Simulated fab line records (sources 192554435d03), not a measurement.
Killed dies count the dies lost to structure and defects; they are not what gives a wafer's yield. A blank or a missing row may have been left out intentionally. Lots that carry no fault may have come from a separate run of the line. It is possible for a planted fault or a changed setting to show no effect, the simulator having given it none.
2 desks looking at one fault ; flow n5_finfet ; numbers are kept per desk, each desk with only its own; the story behind them comes last

## THE METROLOGY DESK
Means of the sampled wafers that have a number, per lot and without regard to the tool the lot ran on: this is what the gauges read. A lot is out of limits, marked OUT, if its mean lies more than 4 standard deviations from the usual mean; the brackets give that distance.
Columns: A = cd_nm at N5_PASSIVATION_CD_MEAS_30, usual 3999.9 nm; B = PAD_OVL at N5_PASSIVATION_OVL_MEAS_63, usual -4 nm; C = cd_nm at N5_PASSIVATION_CD_MEAS_44, usual 40001 nm; D = PASS_OPEN_OVL at N5_PASSIVATION_OVL_MEAS_66, usual 2 nm
lot;first seen here;A;B;C;D
L345;day 15 08:40;3998.5;-4;40001;-0
L348;day 16 06:06;3999.4;-8;40003;5
L354;day 18 01:10;3998.9;5;39992;6
L358;day 18 11:32;3999.8;-13;40002;-4
L365;day 20 01:58;3999.5;2;40004;-4
Finding of this desk: none of the 5 lots has anything out of limits.

## THE DEFECT DESK
What the inspections along the route counted, lot by lot: means of the sampled wafers that have a number. A lot is out of limits, marked OUT, if its mean lies more than 4 standard deviations from the usual mean; the brackets give that distance.
Columns: A = raw_defect_count at N5_PASSIVATION_INSPECT_64, usual 2.2; B = raw_defect_count at N5_PASSIVATION_INSPECT_67, usual 2.2
lot;first seen here;A;B
L345;day 15 08:43;2.3;4.0
L348;day 16 06:09;2.3;1.3
L354;day 18 01:14;1.7;74.3 (+48) OUT
L358;day 18 11:35;2.0;1.7
L365;day 20 02:01;0.7;1.3
This desk's verdict: out of limits on L354, starting with L354 at day 18 03:06 (raw_defect_count at N5_PASSIVATION_INSPECT_67). Within limits: L345, L348, L358, L365.

## TAKEN TOGETHER
The defect desk could have raised an alarm at day 18 03:06, on L354.
From the metrology desk's view, nothing was out of limits.
The metrology desk has L354 on record, within its limits.
All the named lots went through N5_PASSIVATION_PECVD_53 on pecvd-01.

## WHAT THE SIMULATOR HAD PUT IN
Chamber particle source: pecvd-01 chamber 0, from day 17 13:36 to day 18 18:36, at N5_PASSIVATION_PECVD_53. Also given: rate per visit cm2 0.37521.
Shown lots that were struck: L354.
Hours from the fault's start to each desk's first reading out of limits: the defect desk, 14.
